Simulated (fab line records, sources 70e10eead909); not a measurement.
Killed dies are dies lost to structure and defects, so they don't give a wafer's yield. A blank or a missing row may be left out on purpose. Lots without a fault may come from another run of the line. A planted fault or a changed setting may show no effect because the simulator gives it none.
fab line records | flow nand_harc
record lots=5 wafers=15 last_day=25
route steps=1159 shown P_CONTACT@226 END@1159
lots that met no fault: from a run of the same line without faults
start_h: hours from the record's first day to the start of the lot's first wafer shown | wait_h: hours since the lot's step before | " the same as in the row above | L1.1+2: a row that stands for several wafers | - no value, or no start given | * or withheld: withheld | < > ~ a bound
route shown NAME@n: a module of which the file shows steps, and the number in the route of the first | usual: mean/standard deviation of fault-free wafers | same: alike in all rows | chamber/n: place in a boat | sites: the reading at each site | _std_site: their standard deviation | _edge_site: outer sites' mean less inner sites' | radius_mm: how far each site lies from the wafer's centre | mask NAME#n: copy n | behind: the tool/chamber that last shaped the wafer | hold: why the lot was held/for how many hours/how that ended | device: the transistor (n, p or np) that didn't switch | end of line: the same wafers' tests at the end of the route | a step without rows: its recipe alone | killed: dies lost to structure and defects at the first sort, not the wafer's yield | map: a wafer's dies, x killed, . not, _ none there
set.NAME: the setting as run; set.NAME@STEP: as run at that earlier step | model.NAME: the simulator's own value behind a step, which no gauge read
lots at some steps of the route; a table a step, a row a wafer
services: from which hour (start_h, from the record's first day; less than 0 if before it) a tool's chamber was out of use, for how many hours, and why
## steps
# step NHARC_P_CONTACT_COAT_06
# recipe spin_rpm=1500 resist_thk_nm=90
# step NHARC_P_CONTACT_SOFTBAKE_07
# recipe temp_c=105 time_s=55
# step NHARC_P_CONTACT_EBR_08
# step NHARC_P_CONTACT_EXPOSE_09
# recipe na=1.35 target_cd_nm=90 dose_mj=81.26 mask_id=P_CA
# step NHARC_P_CONTACT_PEB_10
# recipe peb_temp_c=100 peb_time_s=65
# step NHARC_P_CONTACT_DEVELOP_11
# recipe develop_time_s=35 dev_temp_c=23
# step NHARC_P_CONTACT_CD_MEAS_12
# recipe target_cd_nm=90 landing_energy_ev=500
# usual cd_nm=90.3/0.88
# columns lot.wafer tool chamber start_h wait_h cd_nm
L124.2 cd_sem-01 0 163.30 - 91.1
L124.4 " 0 " " 90.1
L124.5 " 0 " " 91.6
L133.1 cd_sem-01 0 210.53 - 88.5
L133.5 " 0 " " 89.3
L133.6 " 0 " " 90.1
L135.1 cd_sem-03 0 222.90 - 91.2
L135.2 " 0 " " 90.5
L135.6 " 0 " " 90.4
L138.1 cd_sem-01 0 236.88 - 90.3
L138.5 " 0 " " 89.9
L138.6 " 0 " " 89.5
L139.1 cd_sem-03 0 251.31 - 90.3
L139.4 " 0 " " 91.3
L139.5 " 0 " " 89.9
# step NHARC_P_CONTACT_OVL_MEAS_13
# usual overlay_x_nm=-0.2/0.96 overlay_y_nm=0.2/0.95
# columns lot.wafer tool chamber start_h wait_h overlay_x_nm overlay_y_nm
L124.2 overlay-02 - 163.38 - 1.7 0.5
L124.4 " - " " 1.4 0.5
L124.5 " - " " 1.5 0.4
L133.1 overlay-02 - 210.62 - 0.0 -1.2
L133.5 " - " " 0.1 -1.0
L133.6 " - " " -0.2 -1.0
L135.1 overlay-02 - 222.98 - 0.7 -0.1
L135.2 " - " " 0.7 -0.2
L135.6 " - " " 0.2 0.5
L138.1 overlay-02 - 236.97 - 0.5 0.6
L138.5 " - " " 0.4 0.0
L138.6 " - " " 0.6 0.6
L139.1 overlay-01 - 251.40 - -0.8 0.1
L139.4 " - " " -1.3 -0.9
L139.5 " - " " -0.7 -0.4
# step NHARC_P_CONTACT_INSPECT_14
# usual raw_defect_count=3.9/2.3
# columns lot.wafer tool chamber start_h wait_h raw_defect_count
L124.2 defect_inspect-01 - 163.42 0.0 8
L124.4 " - " " 6
L124.5 " - " " 12
L133.1 defect_inspect-01 - 210.66 0.0 3
L133.5 " - " " 4
L133.6 " - " " 6
L135.1 defect_inspect-01 - 223.02 0.0 0
L135.2 " - " " 3
L135.6 " - " " 5
L138.1 defect_inspect-01 - 237.00 0.0 4
L138.5 " - " " 6
L138.6 " - " " 6
L139.1 defect_inspect-01 - 251.43 0.0 4
L139.4 " - " " 3
L139.5 " - " " 5
# step NHARC_P_CONTACT_DESCUM_17
# recipe time_s=3 o2_flow_sccm=200 ar_flow_sccm=0 bias_power_w=0 chemistry=O2
# usual drypump_motor_current_A=5.7/0.53 oes_product_au=1.005/0.012 rf_vpp_V=57.8/0.95 showerhead_plenum_p_Torr=1.90/0.083 throttle_valve_pct=11.311/0.0091
# columns lot.wafer tool chamber start_h wait_h drypump_motor_current_A oes_product_au rf_hours_counter_h rf_vpp_V showerhead_plenum_p_Torr throttle_valve_pct
L124.2 rie_diel-06 3 163.49 0.1 5.2 0.986 8 58.4 2.00 11.296
L124.4 " 0 " " 5.0 1.023 10 58.5 1.81 11.312
L124.5 " 2 " " 6.5 1.015 - 57.4 1.80 11.308
L133.1 rie_diel-09 3 210.75 0.1 5.8 0.999 13 57.3 1.82 11.329
L133.5 " 0 " " 5.3 0.983 - 58.3 2.01 11.315
L133.6 " 1 " " 6.3 1.003 - 58.5 1.95 11.321
L135.2 rie_diel-09 3 223.10 0.1 5.8 1.001 15 57.2 1.82 11.316
L135.1 " 0 " " 5.4 0.990 14 58.2 2.01 11.313
L135.6 " 1 " " 6.3 1.002 - 56.9 1.95 11.308
L138.1 rie_diel-08 3 237.08 0.1 6.5 1.017 36 56.3 1.83 11.312
L138.6 " 1 " " 6.0 1.011 - 57.6 1.86 11.322
L138.5 " 2 " " 6.3 1.005 - 57.8 1.95 11.315
L139.1 rie_diel-06 3 251.51 0.1 5.2 1.002 0 57.7 2.00 11.324
L139.4 " 0 " " 5.0 1.018 0 56.4 1.80 11.319
L139.5 " 2 " " 6.5 1.017 - 58.2 1.80 11.306
# step NHARC_P_CONTACT_ETCH_35
# recipe target_depth_a=390 over_etch_frac=0.3 time_s=65 ion_energy_ev=80 cf4_flow_sccm=150 ar_flow_sccm=0 rf_w=300 bias_w=100 chemistry=CF4
# usual drypump_motor_current_A=5.7/0.53 oes_product_au=1.005/0.012 rf_vpp_V=151.0/1.3 run_length_s=86.3/0.34 showerhead_plenum_p_Torr=1.76/0.071 throttle_valve_pct=13.285/0.0097
# columns lot.wafer tool chamber start_h wait_h drypump_motor_current_A oes_product_au rf_hours_counter_h rf_vpp_V run_length_s showerhead_plenum_p_Torr throttle_valve_pct
L124.2 rie_diel-06 2 163.57 0.1 6.5 1.008 9 149.9 86.1 1.67 13.286
L124.4 " 0 " " 5.0 1.015 10 150.0 86.3 1.68 13.285
L124.5 " 2 " " 6.6 1.012 - 151.5 86.0 1.67 13.294
L133.1 rie_diel-09 0 210.82 0.1 5.3 0.992 13 152.6 86.3 1.85 13.280
L133.5 " 2 " " 5.5 1.003 - 150.0 86.7 1.77 13.282
L133.6 " 3 " " 5.8 1.014 - 149.9 86.3 1.69 13.286
L135.1 rie_diel-09 0 223.17 0.1 5.3 0.991 14 152.0 86.5 1.85 13.295
L135.2 " 3 " " 5.8 1.001 15 149.2 86.4 1.69 13.290
L135.6 " 1 " " 6.3 1.012 - 151.7 86.5 1.80 13.290
L138.1 rie_diel-08 3 237.16 0.1 6.5 1.037 36 149.1 85.8 1.70 13.278
L138.6 " 2 " " 6.3 1.007 - 151.5 86.0 1.80 13.297
L138.5 " 3 " " 6.5 1.026 - 150.0 85.8 1.70 13.281
L139.4 rie_diel-06 0 251.58 0.1 5.0 0.999 0 151.4 86.3 1.68 13.284
L139.1 " 3 " " 5.2 0.999 0 151.5 85.9 1.84 13.286
L139.5 " 1 " " 5.7 0.999 - 152.9 86.4 1.81 13.283
# step NHARC_P_CONTACT_ETCH_36
# recipe target_depth_a=2600 over_etch_frac=0.25 time_s=406.25 ion_energy_ev=200 n2_flow_sccm=150 h2_flow_sccm=150 ar_flow_sccm=0 rf_w=400 bias_w=150 chemistry=N2/H2
# usual drypump_motor_current_A=5.7/0.52 oes_product_au=1.007/0.013 rf_vpp_V=430.2/2.6 run_length_s=427.6/0.32 showerhead_plenum_p_Torr=2.03/0.09 throttle_valve_pct=14.172/0.0085
# columns lot.wafer tool chamber start_h wait_h drypump_motor_current_A oes_product_au rf_hours_counter_h rf_vpp_V run_length_s showerhead_plenum_p_Torr throttle_valve_pct
L124.2 rie_diel-06 0 - - 5.0 1.024 10 426.5 427.6 1.92 14.172
L124.4 " 1 " " 5.7 0.996 8 431.3 427.7 2.10 14.179
L124.5 " 3 " " 5.2 1.001 - 431.2 427.2 2.14 14.164
L133.1 rie_diel-09 3 - - 5.8 0.997 13 427.6 427.3 1.94 14.165
L133.5 " 3 " " 5.8 0.995 - 426.6 427.7 1.94 14.160
L133.6 " 0 " " 5.4 0.987 - 432.3 427.4 2.15 14.158
L135.1 rie_diel-09 2 - - 5.5 1.011 13 430.4 427.6 2.04 14.179
L135.2 " 3 " " 5.8 1.019 15 428.3 427.6 1.94 14.174
L135.6 " 1 " " 6.3 1.001 - 431.2 427.6 2.08 14.158
L138.1 rie_diel-08 2 - - 6.2 1.019 38 432.4 427.0 2.08 14.186
L138.6 " 3 " " 6.5 1.030 - 428.1 427.3 1.95 14.159
L138.5 " 0 " " 6.2 1.015 - 432.3 428.5 2.05 14.176
L139.4 rie_diel-06 2 - - 6.5 1.010 0 424.8 427.6 1.91 14.171
L139.1 " 3 " " 5.2 1.004 0 433.5 427.2 2.13 14.168
L139.5 " 1 " " 5.7 1.005 - 432.0 427.8 2.10 14.172
# step NHARC_P_CONTACT_ETCH_18
# recipe target_depth_a=4810 time_s=240.5 c4f8_flow_sccm=20 o2_flow_sccm=10 ar_flow_sccm=withheld rf_w=600 bias_w=1500 chemistry=C4F8/O2/Ar
# usual oes_product_au=0.967/0.02 rf_vpp_V=977/5.9 run_length_s=261.87/0.3
# columns lot.wafer tool chamber start_h wait_h oes_product_au rf_hours_counter_h rf_vpp_V run_length_s
L124.4 rie_diel-06 2 163.96 - 0.976 9 970 262.31
L124.2 " 0 " " 0.995 10 971 261.82
L124.5 " 2 " " 0.981 - 970 261.63
L133.1 rie_diel-09 2 211.20 - 0.946 11 978 261.73
L133.6 " 2 " " 0.942 - 978 262.06
L133.5 " 3 " " 0.944 - 971 262.23
L135.1 rie_diel-09 0 223.58 - 0.966 14 985 221.55
L135.2 " 2 " " 0.971 13 979 221.64
L135.6 " 0 " " 0.964 - 985 262.35
L138.1 rie_diel-08 0 237.54 - 0.992 38 978 262.23
L138.5 " 0 " " 0.986 - 979 262.82
L138.6 " 1 " " 0.961 - 974 261.26
L139.1 rie_diel-06 3 252.01 - 0.976 0 984 261.58
L139.4 " 0 " " 0.985 0 972 262.10
L139.5 " 1 " " 0.971 - 982 261.89
# step NHARC_P_CONTACT_STRIP_37
# recipe c4f8_flow_sccm=withheld o2_flow_sccm=8 ar_flow_sccm=withheld bias_w=0 chemistry=C4F8/O2/Ar
# step NHARC_END_SORT_01
# recipe temp_c=25
# usual killed_at_array=27/10 killed_at_other=0.6/0.96 killed_at_periphery=3.4/2.7 killed_dies=31/10 killed_open=2.9/1.8 killed_short=1.8/1.4
# same gross_dies=677
# columns lot.wafer tool chamber start_h wait_h killed_at_array killed_at_other killed_at_periphery killed_dies killed_open killed_short
L135.1 prober-02 0 571.40 2.5 38 0 639 677 4 1
L135.2 prober-02 0 572.19 2.8 33 0 644 677 1 1
# killed by level:class
L135.1 P_CONTACT:area_etch=638 A_CHANNEL_HOLE_D1:chamber_film_flake=20 A_CONTACT:chamber_film_flake=10 A_WL_FILL:chamber_film_flake=3 P_CONTACT:geometric_particle:open=1 A_CHANNEL_FILL_D1:geometric_particle:open=1 A_CONTACT:geometric_particle:open=1 A_CONTACT:geometric_particle:short=1
L135.2 P_CONTACT:area_etch=640 A_CHANNEL_HOLE_D1:chamber_film_flake=22 A_CONTACT:chamber_film_flake=4 A_WL_FILL:chamber_film_flake=3 P_GATE:chamber_film_flake=2 P_M0:geometric_particle:short=1 A_M0:geometric_particle:open=1 P_M1:chamber_film_flake=1
# map L135.1 (x killed, . not)
____________x____________
_________xxxxxxx_________
_______xxxxxxxxxxx_______
______xxxxxxxxxxxxx______
_____xxxxxxxxxxxxxxx_____
____xxxxxxxxxxxxxxxxx____
____xxxxxxxxxxxxxxxxx____
___xxxxxxxxxxxxxxxxxxx___
___xxxxxxxxxxxxxxxxxxx___
__xxxxxxxxxxxxxxxxxxxxx__
__xxxxxxxxxxxxxxxxxxxxx__
_xxxxxxxxxxxxxxxxxxxxxxx_
_xxxxxxxxxxxxxxxxxxxxxxx_
_xxxxxxxxxxxxxxxxxxxxxxx_
_xxxxxxxxxxxxxxxxxxxxxxx_
_xxxxxxxxxxxxxxxxxxxxxxx_
xxxxxxxxxxxxxxxxxxxxxxxxx
xxxxxxxxxxxxxxxxxxxxxxxxx
xxxxxxxxxxxxxxxxxxxxxxxxx
xxxxxxxxxxxxxxxxxxxxxxxxx
xxxxxxxxxxxxxxxxxxxxxxxxx
_xxxxxxxxxxxxxxxxxxxxxxx_
_xxxxxxxxxxxxxxxxxxxxxxx_
_xxxxxxxxxxxxxxxxxxxxxxx_
_xxxxxxxxxxxxxxxxxxxxxxx_
_xxxxxxxxxxxxxxxxxxxxxxx_
__xxxxxxxxxxxxxxxxxxxxx__
__xxxxxxxxxxxxxxxxxxxxx__
___xxxxxxxxxxxxxxxxxxx___
___xxxxxxxxxxxxxxxxxxx___
____xxxxxxxxxxxxxxxxx____
____xxxxxxxxxxxxxxxxx____
_____xxxxxxxxxxxxxxx_____
______xxxxxxxxxxxxx______
_______xxxxxxxxxxx_______
_________xxxxxxx_________
____________x____________
# map L133.5 (x killed, . not)
____________.____________
_________......._________
_______..........._______
______.............______
_____..............._____
____................x____
____.................____
___................x..___
___...................___
__...................x.__
__...................x.__
_......................._
_...................x..._
_....x.................._
_......................x_
_.......x..............._
...................x.....
..........xx.............
................x........
.........x..x............
..........x..............
_...................x..._
_......................x_
_......................._
_......................._
_......................._
__.............x.......__
__.....................__
___.x.................___
___...................___
____.................____
____........x........____
_____..............._____
______.............______
_______..........._______
_________.....x._________
____________.____________
## services
# columns tool chamber start_h hours kind
rie_diel-06 0 146.83 - clean
rie_diel-06 1 146.83 - clean
rie_diel-06 2 146.83 - clean
rie_diel-06 3 146.83 - clean
rie_diel-09 0 159.73 - clean
rie_diel-09 1 159.73 - clean
rie_diel-09 2 159.73 - clean
rie_diel-09 3 159.73 - clean
rie_diel-09 2 160.21 12.4 repair
rie_diel-06 0 171.33 - clean
rie_diel-06 1 171.33 - clean
rie_diel-06 2 171.33 - clean
rie_diel-06 3 171.33 - clean
rie_diel-09 0 184.23 - clean
rie_diel-09 1 184.23 - clean
rie_diel-09 2 184.23 - clean
rie_diel-09 3 184.23 - clean
rie_diel-09 2 189.14 6.2 repair
rie_diel-09 1 193.55 7.7 repair
rie_diel-06 0 195.83 - clean
rie_diel-06 1 195.83 - clean
rie_diel-09 2 229.40 19.4 repair
rie_diel-06 1 239.98 4.3 repair
rie_diel-06 - 241.20 9.0 pm
## key
first_sign step=NHARC_P_CONTACT_ETCH_18 reading=run_length_s direction=down sigmas=99+ usual=* struck=*
effect step=NHARC_END_SORT_01 reading=killed_at_periphery direction=up sigmas=99+ usual=3.4 struck=641.5
more_kills_born_at NHARC_P_CONTACT_ETCH_18@rie_diel-09=1278
met_at NHARC_P_CONTACT_ETCH_18
struck_wafers L135.1,L135.2
later_rows_left_out L135.1,L135.2
tester_left_out L135
onset_between 211.20 223.58
fault kind=process_parameter_drift tool=rie_diel-09 chamber=- onset_h=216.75 steps=NHARC_P_CONTACT_ETCH_18 channel=time_s offset=* shape=step end_h=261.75 scope=struck_wafers_only acts_in=* stated=*
# tester_left_out: of these lots the tester's yield and bins aren't shown, on N5 and GAA mostly nor the transistor test; their killed dies are dies lost to structure and defects alone, not to doping, threshold or leakage, so they don't give the yield
# later_rows_left_out: the simulator's readings of these wafers behind a module that went badly wrong aren't trusted and aren't shown, but for the sort
